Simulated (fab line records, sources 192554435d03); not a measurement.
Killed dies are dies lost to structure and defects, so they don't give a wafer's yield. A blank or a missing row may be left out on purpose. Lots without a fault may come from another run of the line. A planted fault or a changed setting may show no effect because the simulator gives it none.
fab line records | flow n5_finfet | part 1 of 2: steps 1 to 4 of 6
record lots=22 wafers=66 last_day=17
route steps=1938 shown BEOL_M0_SAQP@673 BEOL_M0_CUTY@708 BEOL_M0@720
lots that met no fault: from a run of the same line without faults
start_h: hours from the record's first day to the start of the lot's first wafer shown | wait_h: hours since the lot's step before | " the same as in the row above | L1.1+2: a row that stands for several wafers | - no value, or no start given | * or withheld: withheld | < > ~ a bound
route shown NAME@n: a module of which the file shows steps, and the number in the route of the first | usual: mean/standard deviation of fault-free wafers | same: alike in all rows | chamber/n: place in a boat | sites: the reading at each site | _std_site: their standard deviation | _edge_site: outer sites' mean less inner sites' | radius_mm: how far each site lies from the wafer's centre | mask NAME#n: copy n | behind: the tool/chamber that last shaped the wafer | hold: why the lot was held/for how many hours/how that ended | device: the transistor (n, p or np) that didn't switch | end of line: the same wafers' tests at the end of the route | a step without rows: its recipe alone | killed: dies lost to structure and defects at the first sort, not the wafer's yield | map: a wafer's dies, x killed, . not, _ none there
set.NAME: the setting as run; set.NAME@STEP: as run at that earlier step | model.NAME: the simulator's own value behind a step, which no gauge read
steps of the route over a sample of lots; a table a step, a row a wafer
services: from which hour (start_h, from the record's first day; less than 0 if before it) a tool's chamber was out of use, for how many hours, and why
## steps
# step N5_BEOL_M0_SAQP_ETCH_107
# recipe chemistry=CH3F/O2 target=SiNx target_depth_a=300 mask_material=SOC pressure_mtorr=30 source_w=395 bias_w=73 Ar_flow_sccm=150 CH3F_flow_sccm=30 O2_flow_sccm=20 ion_energy_ev=120
# usual O2_flow_sccm=20.01/0.052 drypump_motor_current_A=5.8/0.52 oes_product_au=0.81/0.078 rf_vpp_V=298/7.4 showerhead_plenum_p_Torr=2.02/0.056 throttle_valve_pct=16.34/0.27
# columns lot.wafer tool chamber start_h wait_h O2_flow_sccm drypump_motor_current_A oes_product_au rf_hours_counter_h rf_vpp_V showerhead_plenum_p_Torr throttle_valve_pct
L074.1 rie_diel-01 0 110.32 0.1 19.96 6.7 0.89 35 304 2.11 16.17
L074.2 " 1 " " 20.04 5.5 0.90 50 300 2.03 15.84
L074.6 " 0 " " 20.00 6.7 0.89 - 304 2.11 16.18
L075.2 rie_diel-04 1 119.53 0.0 20.00 5.7 0.79 95 285 2.03 16.32
L075.3 " 2 " " 19.99 6.5 0.77 117 294 1.95 16.76
L075.6 " 1 " " 19.99 5.6 0.79 - 284 2.03 16.35
L076.1 rie_diel-05 2 124.50 0.0 20.03 5.2 0.75 156 294 2.00 16.20
L076.3 " 0 " " 20.04 5.7 0.81 85 308 2.11 16.04
L076.4 " 3 " " 19.96 6.3 0.82 82 288 2.03 16.69
L077.2 rie_diel-04 2 133.36 0.0 20.06 6.5 0.75 122 291 1.95 16.77
L077.3 " 3 " " 20.05 5.4 0.69 228 301 2.05 16.31
L077.6 " 2 " " 20.02 6.5 0.76 - 292 1.95 16.75
L078.1 rie_diel-01 1 136.07 0.0 19.97 5.5 0.89 59 299 2.03 15.88
L078.2 " 0 " " 20.04 6.7 0.89 44 304 2.11 16.18
L078.5 " 0 " " 20.12 6.7 0.87 - 304 2.11 16.19
L079.1 rie_diel-04 1 140.14 0.0 19.95 5.6 0.79 102 284 2.03 16.35
L079.5 " 3 " " 20.03 5.3 0.69 - 301 2.05 16.32
L079.6 " 0 " " 20.02 6.5 0.71 - 306 2.06 16.52
L080.1 rie_diel-01 0 146.58 0.0 20.15 6.7 0.87 48 305 2.11 16.20
L080.2 " 2 " " 19.99 5.3 0.95 6 303 1.97 16.27
L080.6 " 2 " " 19.95 5.3 0.96 - 304 1.97 16.29
L081.3 rie_diel-05 2 152.68 0.0 20.02 5.2 0.74 164 294 2.00 16.22
L081.4 " 1 " " 19.99 5.8 0.75 143 294 1.92 16.59
L081.5 " 0 " " 20.07 5.7 0.80 - 309 2.10 16.06
L082.1 rie_diel-01 3 155.51 0.0 20.06 5.2 0.88 44 297 2.04 16.45
L082.3 " 1 " " 20.06 5.5 0.87 66 300 2.02 15.86
L082.4 " 0 " " 20.11 6.7 0.85 52 304 2.11 16.20
L083.4 rie_diel-01 0 159.81 0.0 19.95 6.7 0.86 53 305 2.11 16.21
L083.5 " 0 " " 20.02 6.7 0.86 - 305 2.11 16.20
L083.6 " 3 " " 20.04 5.2 0.87 - 297 2.04 16.48
L084.2 rie_diel-05 3 167.63 0.0 20.10 6.3 0.81 94 288 2.03 16.71
L084.4 " 2 " " 20.04 5.2 0.75 168 294 2.00 16.21
L084.5 " 3 " " 20.01 6.2 0.81 - 287 2.03 16.72
L085.1 rie_diel-05 3 177.14 0.0 20.00 6.3 0.80 97 287 2.03 16.72
L085.3 " 1 " " 19.95 5.8 0.74 151 292 1.92 16.59
L085.6 " 1 " " 20.00 5.8 0.73 - 294 1.92 16.59
L086.2 rie_diel-01 3 184.47 0.0 20.00 5.2 0.87 50 296 2.04 16.49
L086.4 " 1 " " 20.00 5.5 0.87 72 298 2.02 15.88
L086.6 " 1 " " 20.03 5.5 0.87 - 299 2.02 15.88
L087.1 rie_diel-04 1 191.86 0.0 20.06 5.6 0.76 117 284 2.02 16.38
L087.3 " 3 " " 20.10 5.4 0.68 247 300 2.05 16.33
L087.6 " 0 " " 19.98 6.5 0.70 - 305 2.05 16.56
L088.1 rie_diel-05 2 199.33 0.0 19.99 5.2 0.74 177 295 1.99 16.24
L088.5 " 1 " " 20.00 5.8 0.74 - 294 1.91 16.59
L088.6 " 0 " " 19.95 5.7 0.80 - 307 2.10 16.08
L089.3 rie_diel-04 2 202.46 0.0 20.02 6.4 0.74 142 291 1.94 16.80
L089.4 " 0 " " 20.01 6.5 0.70 - 307 2.05 16.56
L089.5 " 1 " " 20.03 5.6 0.77 - 283 2.02 16.36
L090.2 rie_diel-05 1 207.13 0.0 20.05 5.8 0.73 160 294 1.91 16.61
L090.5 " 2 " " 20.02 5.2 0.73 - 294 1.99 16.24
L090.6 " 1 " " 19.97 5.8 0.73 - 295 1.91 16.60
L092.2 rie_diel-01 1 220.45 0.0 19.92 5.5 0.85 81 298 2.02 15.92
L092.3 " 3 " " 20.01 5.3 0.84 60 296 2.03 16.49
L092.4 " 0 " " 19.95 6.8 0.84 67 306 2.10 16.23
L093.3 rie_diel-05 3 222.54 0.0 20.04 6.3 0.79 110 286 2.02 16.74
L093.4 " 1 " " 19.96 5.8 0.73 165 293 1.91 16.59
L093.5 " 0 " " 20.06 5.6 0.78 - 308 2.09 16.10
L094.2 rie_diel-01 2 229.39 0.0 20.05 5.3 0.91 27 305 1.97 16.32
L094.3 " 0 " " 19.95 6.7 0.84 69 303 2.10 16.23
L094.5 " 2 " " 20.02 5.3 0.91 - 303 1.97 16.34
L096.2 rie_diel-04 2 242.01 0.0 20.06 6.4 0.72 156 291 1.94 16.83
L096.3 " 3 " " 19.97 5.4 0.99 3 302 2.04 15.84
L096.6 " 1 " " 20.02 5.6 0.75 - 285 2.02 16.38
L097.1 rie_diel-01 2 248.51 0.0 19.94 5.3 0.88 33 304 1.96 16.32
L097.3 " 1 " " 20.04 5.5 0.85 89 298 2.02 15.92
L097.4 " 0 " " 20.05 6.7 0.83 74 303 2.10 16.24
# step N5_BEOL_M0_SAQP_DESCUM_45
# recipe chemistry=O2 time_s=7 source_power_w=50 bias_power_w=20 pressure_mtorr=20 rf_frequency_hz=2.712e+07 temp_c=40 resist=CAR-EUV o2_flow_sccm=225
# usual drypump_motor_current_A=5.8/0.53 oes_product_au=0.81/0.073 rf_vpp_V=243.4/1.3 showerhead_plenum_p_Torr=2.11/0.069 throttle_valve_pct=20.44/0.23
# columns lot.wafer tool chamber start_h wait_h drypump_motor_current_A oes_product_au rf_hours_counter_h rf_vpp_V showerhead_plenum_p_Torr throttle_valve_pct
L074.1 rie_diel-05 2 111.94 0.0 5.2 0.76 153 244.2 2.09 20.21
L074.2 " 1 " " 5.7 0.76 131 241.6 2.01 20.65
L074.6 " 0 " " 5.7 0.82 - 246.0 2.21 20.11
L075.2 rie_diel-04 1 121.45 0.3 5.6 0.80 96 242.0 2.13 20.46
L075.3 " 2 " " 6.5 0.76 118 241.9 2.00 20.66
L075.6 " 2 " " 6.5 0.76 - 242.6 2.00 20.67
L076.1 rie_diel-05 0 126.41 0.3 5.7 0.81 86 244.9 2.20 20.13
L076.3 " 2 " " 5.2 0.75 157 243.4 2.08 20.21
L076.4 " 1 " " 5.8 0.75 136 242.7 2.01 20.68
L077.2 rie_diel-01 0 134.86 0.1 6.7 0.88 44 243.6 2.22 20.36
L077.3 " 2 " " 5.4 1.00 1 242.8 2.05 20.39
L077.6 " 0 " " 6.7 0.88 - 245.9 2.22 20.35
L078.1 rie_diel-01 2 137.62 0.1 5.3 0.97 2 243.9 2.05 20.38
L078.2 " 0 " " 6.7 0.88 45 244.6 2.22 20.39
L078.5 " 0 " " 6.7 0.89 - 244.9 2.22 20.38
L079.1 rie_diel-04 3 141.73 0.0 5.4 0.68 231 244.3 2.13 20.29
L079.5 " 3 " " 5.4 0.69 - 243.4 2.13 20.27
L079.6 " 2 " " 6.4 0.75 - 241.8 2.00 20.68
L080.1 rie_diel-05 1 148.01 0.0 5.8 0.75 142 241.5 2.01 20.69
L080.2 " 2 " " 5.2 0.76 162 243.3 2.08 20.21
L080.6 " 1 " " 5.8 0.74 - 241.0 2.01 20.69
L081.3 rie_diel-01 1 154.15 0.0 5.5 0.87 66 243.4 2.13 20.03
L081.4 " 0 " " 6.8 0.87 51 244.2 2.22 20.38
L081.5 " 3 " " 5.2 0.86 - 244.0 2.14 20.61
L082.1 rie_diel-01 3 158.31 0.1 5.2 0.86 45 243.0 2.14 20.61
L082.3 " 1 " " 5.5 0.88 67 243.2 2.13 20.02
L082.4 " 2 " " 5.3 0.95 10 243.3 2.05 20.39
L083.4 rie_diel-01 1 162.41 0.0 5.5 0.88 68 243.1 2.13 20.03
L083.5 " 0 " " 6.8 0.88 - 245.2 2.22 20.40
L083.6 " 1 " " 5.5 0.88 - 243.2 2.13 20.04
L084.2 rie_diel-01 2 169.09 0.1 5.3 0.94 13 242.9 2.05 20.40
L084.4 " 0 " " 6.7 0.87 56 244.5 2.22 20.39
L084.5 " 2 " " 5.3 0.94 - 242.6 2.05 20.39
L085.1 rie_diel-05 3 178.57 0.0 6.2 0.81 97 242.2 2.11 20.77
L085.3 " 2 " " 5.2 0.75 171 242.0 2.08 20.23
L085.6 " 3 " " 6.3 0.80 - 242.8 2.11 20.79
L086.2 rie_diel-05 1 186.20 0.0 5.8 0.74 154 241.8 2.00 20.72
L086.4 " 0 " " 5.7 0.80 104 245.3 2.20 20.14
L086.6 " 2 " " 5.2 0.75 - 241.6 2.08 20.24
L087.1 rie_diel-04 1 193.31 0.0 5.6 0.78 117 241.3 2.12 20.50
L087.3 " 3 " " 5.4 0.68 247 245.4 2.13 20.31
L087.6 " 3 " " 5.4 0.67 - 243.3 2.13 20.32
L088.1 rie_diel-01 1 200.86 0.0 5.5 0.86 76 242.2 2.13 20.07
L088.5 " 0 " " 6.7 0.85 - 243.8 2.22 20.39
L088.6 " 3 " " 5.2 0.84 - 244.5 2.13 20.63
L089.3 rie_diel-05 1 203.88 0.0 5.8 0.74 159 240.9 2.00 20.73
L089.4 " 0 " " 5.7 0.78 110 246.6 2.20 20.17
L089.5 " 2 " " 5.2 0.75 - 243.2 2.08 20.24
L090.2 rie_diel-01 1 208.68 0.0 5.5 0.86 78 242.8 2.13 20.04
L090.5 " 2 " " 5.4 0.92 - 242.6 2.05 20.40
L090.6 " 3 " " 5.2 0.84 - 243.8 2.13 20.63
L092.2 rie_diel-04 0 222.36 0.1 6.5 0.70 245 243.4 2.14 20.56
L092.3 " 2 " " 6.5 0.73 150 242.2 1.99 20.71
L092.4 " 1 " " 5.6 0.77 - 243.0 2.11 20.52
L093.3 rie_diel-05 2 224.67 0.0 5.2 0.74 184 243.1 2.08 20.25
L093.4 " 0 " " 5.7 0.78 115 244.0 2.19 20.16
L093.5 " 1 " " 5.8 0.73 - 241.8 2.00 20.74
L094.2 rie_diel-05 2 230.93 0.0 5.2 0.73 186 244.5 2.07 20.25
L094.3 " 1 " " 5.8 0.72 167 241.6 2.00 20.73
L094.5 " 1 " " 5.8 0.73 - 240.6 2.00 20.73
L096.2 rie_diel-01 1 243.43 0.0 5.5 0.85 88 243.7 2.13 20.07
L096.3 " 0 " " 6.7 0.83 73 244.1 2.21 20.42
L096.6 " 2 " " 5.3 0.89 - 241.7 2.04 20.41
L097.1 rie_diel-05 3 250.15 0.0 6.3 0.78 118 244.4 2.10 20.79
L097.3 " 2 " " 5.1 0.72 192 241.9 2.07 20.28
L097.4 " 0 " " 5.7 0.77 123 245.9 2.19 20.18
# step N5_BEOL_M0_CUTY_CD_MEAS_57
# recipe target_cd_nm=200 landing_energy_ev=500 detector=se_inlens polarity=line
# usual cd_nm=200.2/0.89
# columns lot.wafer tool chamber start_h wait_h cd_nm
L074.1 cd_sem-03 0 113.44 - 200.6
L074.2 " 0 " " 200.5
L074.6 " 0 " " 199.6
L075.2 cd_sem-02 0 122.67 - 199.5
L075.3 " 0 " " 199.8
L075.6 " 0 " " 198.8
L076.1 cd_sem-03 0 128.14 - 199.7
L076.3 " 0 " " 199.9
L076.4 " 0 " " 199.3
L077.2 cd_sem-02 0 136.34 - 199.5
L077.3 " 0 " " 199.3
L077.6 " 0 " " 200.2
L078.1 cd_sem-02 0 139.34 - 200.2
L078.2 " 0 " " 200.4
L078.5 " 0 " " 200.4
L079.1 cd_sem-03 0 144.03 - 199.3
L079.5 " 0 " " 199.0
L079.6 " 0 " " 200.3
L080.1 cd_sem-01 0 149.35 - 202.1
L080.2 " 0 " " 201.0
L080.6 " 0 " " 200.4
L081.3 cd_sem-02 0 155.48 - 201.2
L081.4 " 0 " " 199.3
L081.5 " 0 " " 199.6
L082.1 cd_sem-03 0 159.61 - 201.9
L082.3 " 0 " " 201.0
L082.4 " 0 " " 201.1
L083.4 cd_sem-03 0 163.59 - 200.4
L083.5 " 0 " " 199.9
L083.6 " 0 " " 200.7
L084.2 cd_sem-02 0 170.40 - 201.8
L084.4 " 0 " " 199.3
L084.5 " 0 " " 198.9
L085.1 cd_sem-03 0 179.87 - 200.3
L085.3 " 0 " " 200.5
L085.6 " 0 " " 201.5
L086.2 cd_sem-02 0 188.09 - 200.7
L086.4 " 0 " " 201.8
L086.6 " 0 " " 199.9
L087.1 cd_sem-01 0 194.49 - 197.9
L087.3 " 0 " " 199.8
L087.6 " 0 " " 199.7
L088.1 cd_sem-03 0 202.48 - 201.5
L088.5 " 0 " " 203.2
L088.6 " 0 " " 199.5
L089.3 cd_sem-03 0 205.20 - 200.4
L089.4 " 0 " " 200.4
L089.5 " 0 " " 200.4
L090.2 cd_sem-02 0 210.78 - 200.0
L090.5 " 0 " " 200.0
L090.6 " 0 " " 198.7
L092.2 cd_sem-02 0 223.66 - 200.7
L092.3 " 0 " " 200.5
L092.4 " 0 " " 200.7
L093.3 cd_sem-02 0 225.85 - 199.0
L093.4 " 0 " " 200.5
L093.5 " 0 " " 200.4
L094.2 cd_sem-03 0 232.11 - 200.7
L094.3 " 0 " " 200.1
L094.5 " 0 " " 200.0
L096.2 cd_sem-02 0 244.74 - 201.0
L096.3 " 0 " " 200.5
L096.6 " 0 " " 200.5
L097.1 cd_sem-01 0 251.37 - 200.6
L097.3 " 0 " " 201.4
L097.4 " 0 " " 199.6
# step N5_BEOL_M0_CUTY_DESCUM_61
# recipe chemistry=O2 time_s=7.9 source_power_w=50 bias_power_w=20 pressure_mtorr=20 rf_frequency_hz=2.712e+07 temp_c=40 resist=CAR-ArF-block o2_flow_sccm=225
# usual drypump_motor_current_A=5.7/0.39 oes_product_au=0.84/0.073 rf_vpp_V=244.0/1.2 showerhead_plenum_p_Torr=2.14/0.067 throttle_valve_pct=20.34/0.23
# columns lot.wafer tool chamber start_h wait_h drypump_motor_current_A oes_product_au rf_hours_counter_h rf_vpp_V showerhead_plenum_p_Torr throttle_valve_pct
L074.1 rie_diel-06 2 113.59 0.1 5.1 0.93 9 245.7 2.14 19.91
L074.2 " 0 " " 6.2 0.90 29 245.6 2.24 20.08
L074.6 " 2 " " 5.1 0.94 - 244.7 2.14 19.92
L075.2 rie_diel-02 3 122.76 0.0 4.9 0.83 65 242.7 2.13 20.10
L075.3 " 2 " " 5.6 0.69 228 243.6 2.07 20.60
L075.6 " 0 " " 6.4 1.01 - 241.4 2.05 20.53
L076.1 rie_diel-03 3 128.23 0.0 5.6 0.87 36 243.9 2.14 20.30
L076.3 " 0 " " 6.1 0.85 79 243.5 2.10 20.60
L076.4 " 2 " " 5.5 0.93 20 244.6 2.22 20.52
L077.2 rie_diel-02 2 136.43 0.0 5.7 0.68 232 242.3 2.07 20.61
L077.3 " 0 " " 6.4 0.99 10 241.9 2.04 20.53
L077.6 " 3 " " 4.9 0.83 - 243.5 2.13 20.10
L078.1 rie_diel-02 1 139.43 0.0 5.7 0.68 243 242.7 2.13 20.29
L078.2 " 0 " " 6.4 0.98 11 242.3 2.04 20.53
L078.5 " 1 " " 5.7 0.68 - 244.2 2.13 20.29
L079.1 rie_diel-02 2 144.16 0.1 5.6 0.68 234 243.0 2.07 20.59
L079.5 " 3 " " 4.9 0.83 - 242.1 2.13 20.12
L079.6 " 2 " " 5.6 0.69 - 243.1 2.07 20.61
L080.1 rie_diel-03 0 149.44 0.0 6.1 0.84 87 242.6 2.10 20.62
L080.2 " 3 " " 5.6 0.86 44 246.0 2.14 20.29
L080.6 " 3 " " 5.6 0.85 - 243.7 2.14 20.33
L081.3 rie_diel-06 1 155.56 0.0 6.1 0.78 98 242.8 2.04 20.50
L081.4 " 3 " " 5.8 0.87 63 245.7 2.19 20.04
L081.5 " 1 " " 6.1 0.78 - 242.5 2.04 20.50
L082.1 rie_diel-03 0 159.70 0.0 6.1 0.83 90 242.3 2.10 20.60
L082.3 " 3 " " 5.6 0.86 48 243.2 2.14 20.31
L082.4 " 2 " " 5.5 0.89 31 244.0 2.22 20.55
L083.4 rie_diel-03 2 163.85 0.2 5.5 0.90 33 245.1 2.22 20.56
L083.5 " 1 " " 5.7 0.92 - 244.0 2.26 20.39
L083.6 " 2 " " 5.5 0.89 - 245.6 2.22 20.54
L084.2 rie_diel-02 2 170.48 0.0 5.6 0.67 244 242.4 2.07 20.61
L084.4 " 3 " " 4.9 0.82 81 243.2 2.13 20.11
L084.5 " 1 " " 5.7 0.68 - 244.9 2.13 20.29
L085.1 rie_diel-06 2 179.96 0.0 5.2 0.88 34 244.0 2.13 19.94
L085.3 " 3 " " 5.8 0.85 72 245.4 2.19 20.04
L085.6 " 0 " " 6.2 0.84 - 245.7 2.23 20.12
L086.2 rie_diel-03 0 188.18 0.0 6.2 0.82 99 243.3 2.09 20.62
L086.4 " 2 " " 5.5 0.89 - 245.9 2.22 20.56
L086.6 " 0 " " 6.2 0.83 - 244.0 2.09 20.64
L087.1 rie_diel-03 1 195.07 0.5 5.6 0.91 21 245.4 2.25 20.41
L087.3 " 3 " " 5.7 0.85 60 243.9 2.13 20.33
L087.6 " 1 " " 5.6 0.92 - 245.3 2.25 20.41
L088.1 rie_diel-03 0 202.57 0.0 6.1 0.81 104 243.8 2.09 20.64
L088.5 " 2 " " 5.5 0.87 - 245.8 2.22 20.56
L088.6 " 0 " " 6.1 0.83 - 243.8 2.09 20.64
L089.3 rie_diel-06 3 205.28 0.0 5.8 0.84 82 244.2 2.19 20.08
L089.4 " 2 " " 5.1 0.87 43 243.6 2.13 19.97
L089.5 " 0 " " 6.1 0.84 - 243.6 2.23 20.15
L090.2 rie_diel-06 1 210.87 0.0 6.1 0.76 115 242.4 2.04 20.52
L090.5 " 3 " " 5.8 0.83 - 244.0 2.19 20.07
L090.6 " 2 " " 5.1 0.86 - 244.9 2.13 19.96
L092.2 rie_diel-06 1 223.75 0.0 6.1 0.76 119 241.5 2.04 20.53
L092.3 " 0 " " 6.1 0.83 71 244.9 2.23 20.15
L092.4 " 3 " " 5.8 0.82 88 243.4 2.18 20.07
L093.3 rie_diel-06 0 225.93 0.0 6.1 0.83 71 245.0 2.23 20.13
L093.4 " 1 " " 6.1 0.77 120 243.3 2.04 20.53
L093.5 " 1 " " 6.1 0.76 - 243.4 2.04 20.53
L094.2 rie_diel-03 2 232.20 0.0 5.5 0.86 54 244.4 2.21 20.60
L094.3 " 1 " " 5.7 0.89 32 244.9 2.25 20.41
L094.5 " 2 " " 5.5 0.86 - 245.3 2.21 20.57
L096.2 rie_diel-06 0 245.00 0.2 6.2 0.82 79 244.3 2.22 20.14
L096.3 " 1 " " 6.1 0.77 127 243.5 2.03 20.53
L096.6 " 2 " " 5.1 0.85 - 245.0 2.12 19.97
L097.1 rie_diel-03 1 251.46 0.0 5.6 0.88 39 244.9 2.25 20.43
L097.3 " 3 " " 5.6 0.82 78 242.8 2.13 20.37
L097.4 " 2 " " 5.5 0.86 60 246.0 2.21 20.60
